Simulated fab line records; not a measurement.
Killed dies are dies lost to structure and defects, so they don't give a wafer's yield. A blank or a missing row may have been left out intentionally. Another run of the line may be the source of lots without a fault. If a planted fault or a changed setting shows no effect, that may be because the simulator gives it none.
Matching of chambers || flow n5 finfet || 4 sister chambers for N5_DUMMY_REMOVAL_HM_STRIP_01 on rie diel-05
The step strips SiNx in CH3F/O2, stops on poly-Si, target depth 4 nm, time 6.8 s. 22 wafers are shown with their chamber, then 11 later ones without.

EACH WAFER AND ITS CHAMBER
{"wafer": "L074.1", "chamber": 0, "drypump motor current A (A)": 6.8, "showerhead plenum p Torr (Torr)": 2.12, "throttle valve pct (%)": 16.13}
{"wafer": "L074.3", "chamber": 1, "drypump motor current A (A)": 5.4, "showerhead plenum p Torr (Torr)": 1.92, "throttle valve pct (%)": 16.17}
{"wafer": "L074.4", "chamber": 2, "drypump motor current A (A)": 5.0, "showerhead plenum p Torr (Torr)": 1.97, "throttle valve pct (%)": 16.33}
{"wafer": "L079.1", "chamber": 3, "drypump motor current A (A)": 5.1, "showerhead plenum p Torr (Torr)": 1.89, "throttle valve pct (%)": 16.58}
{"wafer": "L079.3", "chamber": 0, "drypump motor current A (A)": 6.8, "showerhead plenum p Torr (Torr)": 2.12, "throttle valve pct (%)": 16.16}
{"wafer": "L079.4", "chamber": 2, "drypump motor current A (A)": 5.1, "showerhead plenum p Torr (Torr)": 1.97, "throttle valve pct (%)": 16.35}
{"wafer": "L080.2", "chamber": 2, "drypump motor current A (A)": 5.1, "showerhead plenum p Torr (Torr)": 1.97, "throttle valve pct (%)": 16.36}
{"wafer": "L080.5", "chamber": 0, "drypump motor current A (A)": 6.8, "showerhead plenum p Torr (Torr)": 2.12, "throttle valve pct (%)": 16.14}
{"wafer": "L080.6", "chamber": 3, "drypump motor current A (A)": 5.1, "showerhead plenum p Torr (Torr)": 1.89, "throttle valve pct (%)": 16.55}
{"wafer": "L085.2", "chamber": 0, "drypump motor current A (A)": 6.8, "showerhead plenum p Torr (Torr)": 2.12, "throttle valve pct (%)": 16.16}
{"wafer": "L085.3", "chamber": 2, "drypump motor current A (A)": 5.0, "showerhead plenum p Torr (Torr)": 1.97, "throttle valve pct (%)": 16.39}
{"wafer": "L085.4", "chamber": 0, "drypump motor current A (A)": 6.8, "showerhead plenum p Torr (Torr)": 2.12, "throttle valve pct (%)": 16.17}
{"wafer": "L086.1", "chamber": 3, "drypump motor current A (A)": 5.1, "showerhead plenum p Torr (Torr)": 1.88, "throttle valve pct (%)": 16.59}
{"wafer": "L086.3", "chamber": 1, "drypump motor current A (A)": 5.4, "showerhead plenum p Torr (Torr)": 1.91, "throttle valve pct (%)": 16.19}
{"wafer": "L086.5", "chamber": 2, "drypump motor current A (A)": 5.1, "showerhead plenum p Torr (Torr)": 1.97, "throttle valve pct (%)": 16.39}
{"wafer": "L087.1", "chamber": 0, "drypump motor current A (A)": 6.8, "showerhead plenum p Torr (Torr)": 2.12, "throttle valve pct (%)": 16.19}
{"wafer": "L087.5", "chamber": 3, "drypump motor current A (A)": 5.1, "showerhead plenum p Torr (Torr)": 1.88, "throttle valve pct (%)": 16.59}
{"wafer": "L087.6", "chamber": 2, "drypump motor current A (A)": 5.1, "showerhead plenum p Torr (Torr)": 1.96, "throttle valve pct (%)": 16.38}
{"wafer": "L092.2", "chamber": 1, "drypump motor current A (A)": 5.4, "showerhead plenum p Torr (Torr)": 1.91, "throttle valve pct (%)": 16.24}
{"wafer": "L092.4", "chamber": 1, "drypump motor current A (A)": 5.4, "showerhead plenum p Torr (Torr)": 1.91, "throttle valve pct (%)": 16.25}
{"wafer": "L092.5", "chamber": 2, "drypump motor current A (A)": 5.0, "showerhead plenum p Torr (Torr)": 1.96, "throttle valve pct (%)": 16.43}
{"wafer": "L093.3", "chamber": 0, "drypump motor current A (A)": 6.8, "showerhead plenum p Torr (Torr)": 2.11, "throttle valve pct (%)": 16.22}

SIGNATURES (means of the wafers above)
{"reading": "drypump motor current A", "chamber 0": 6.800, "chamber 1": 5.400, "chamber 2": 5.057, "chamber 3": 5.100, "scatter within a chamber": 0.0309}
{"reading": "showerhead plenum p Torr", "chamber 0": 2.1186, "chamber 1": 1.9125, "chamber 2": 1.9671, "chamber 3": 1.8850, "scatter within a chamber": 0.00474}
{"reading": "throttle valve pct", "chamber 0": 16.1671, "chamber 1": 16.2125, "chamber 2": 16.3757, "chamber 3": 16.5775, "scatter within a chamber": 0.0311}
Rule: a wafer's distance from a chamber is the root of the sum, over the readings, of the square of ((its reading less the chamber's mean) divided by the reading's scatter). If the next closest chamber is less than 2 further off than the closest, the wafer can't be placed; otherwise it belongs to the closest. The scatter is the square root of a quotient: the sum, over the shown wafers, of each reading's squared deviation from its chamber's mean, divided by wafers minus chambers.

WAFERS WITH NO CHAMBER GIVEN
{"wafer": "L093.5", "drypump motor current A (A)": 6.8, "showerhead plenum p Torr (Torr)": 2.11, "throttle valve pct (%)": 16.21}
{"wafer": "L093.6", "drypump motor current A (A)": 5.0, "showerhead plenum p Torr (Torr)": 1.96, "throttle valve pct (%)": 16.42}
{"wafer": "L094.2", "drypump motor current A (A)": 6.8, "showerhead plenum p Torr (Torr)": 2.11, "throttle valve pct (%)": 16.22}
{"wafer": "L094.3", "drypump motor current A (A)": 6.8, "showerhead plenum p Torr (Torr)": 2.11, "throttle valve pct (%)": 16.22}
{"wafer": "L094.5", "drypump motor current A (A)": 5.1, "showerhead plenum p Torr (Torr)": 1.96, "throttle valve pct (%)": 16.42}
{"wafer": "L096.2", "drypump motor current A (A)": 6.8, "showerhead plenum p Torr (Torr)": 2.11, "throttle valve pct (%)": 16.21}
{"wafer": "L096.4", "drypump motor current A (A)": 5.0, "showerhead plenum p Torr (Torr)": 1.96, "throttle valve pct (%)": 16.43}
{"wafer": "L096.5", "drypump motor current A (A)": 6.8, "showerhead plenum p Torr (Torr)": 2.11, "throttle valve pct (%)": 16.22}
{"wafer": "L097.3", "drypump motor current A (A)": 5.4, "showerhead plenum p Torr (Torr)": 1.90, "throttle valve pct (%)": 16.24}
{"wafer": "L097.5", "drypump motor current A (A)": 5.4, "showerhead plenum p Torr (Torr)": 1.90, "throttle valve pct (%)": 16.26}
{"wafer": "L097.6", "drypump motor current A (A)": 5.0, "showerhead plenum p Torr (Torr)": 1.96, "throttle valve pct (%)": 16.43}

WHICH CHAMBER EACH ONE RAN IN
{"wafer": "L093.5", "from the rows above": 0, "in truth": 0}
{"wafer": "L093.6", "from the rows above": 2, "in truth": 2}
{"wafer": "L094.2", "from the rows above": 0, "in truth": 0}
{"wafer": "L094.3", "from the rows above": 0, "in truth": 0}
{"wafer": "L094.5", "from the rows above": 2, "in truth": 2}
{"wafer": "L096.2", "from the rows above": 0, "in truth": 0}
{"wafer": "L096.4", "from the rows above": 2, "in truth": 2}
{"wafer": "L096.5", "from the rows above": 0, "in truth": 0}
{"wafer": "L097.3", "from the rows above": 1, "in truth": 1}
{"wafer": "L097.5", "from the rows above": 1, "in truth": 1}
{"wafer": "L097.6", "from the rows above": 2, "in truth": 2}
Placed correctly: 11 of 11. Can't be placed from these rows: 0. 0 placed wrongly.
